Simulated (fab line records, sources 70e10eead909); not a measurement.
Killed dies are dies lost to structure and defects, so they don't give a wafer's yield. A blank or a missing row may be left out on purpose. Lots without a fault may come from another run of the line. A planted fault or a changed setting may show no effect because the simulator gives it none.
Chamber matching | flow nand_harc | NHARC_A_STAIRCASE_TRIM_196 on rie_diel-04: 4 sister chambers
The step chemistry O2, time 211.2 s. 8 wafers are shown with their chamber, then 7 later ones without.

WAFERS WITH THEIR CHAMBER
wafer  | chamber | drypump_motor_current_A (A) | showerhead_plenum_p_Torr (Torr)
L366.5 | 1       | 6.1                         | 3.76
L371.4 | 1       | 6.0                         | 3.75
L378.5 | 2       | 5.4                         | 3.49
L379.1 | 0       | 5.5                         | 3.78
L379.2 | 2       | 5.4                         | 3.48
L379.5 | 3       | 5.2                         | 3.81
L381.1 | 0       | 5.5                         | 3.77
L381.2 | 3       | 5.2                         | 3.81

WAFERS WITHOUT THEIR CHAMBER
wafer  | drypump_motor_current_A (A) | showerhead_plenum_p_Torr (Torr)
L381.3 | 6.0                         | 3.74
L382.1 | 5.4                         | 3.48
L382.3 | 6.0                         | 3.74
L382.4 | 5.5                         | 3.77
L383.2 | 5.5                         | 3.77
L383.5 | 5.5                         | 3.77
L383.6 | 6.0                         | 3.73

WHICH CHAMBER EACH WENT THROUGH
wafer  | from the rows above | in truth
L381.3 | 1                   | 1
L382.1 | 2                   | 2
L382.3 | 1                   | 1
L382.4 | 0                   | 0
L383.2 | 0                   | 0
L383.5 | 0                   | 0
L383.6 | 1                   | 1
Placed correctly: 7 of 7. Can't be placed from these rows: 0. Placed wrongly: 0.
How it was worked out, from the rows above alone: a wafer's distance from a chamber is the root of the sum, over the readings, of the square of ((its reading less the chamber's mean) divided by the reading's scatter). The wafer belongs to the nearest chamber; if the next one is less than 2 further off, it can't be placed. A chamber's mean is the mean of its shown wafers. The scatter: the root of (the sum of the squares of (reading less its chamber's mean) over the shown wafers, divided by (wafers less chambers)).
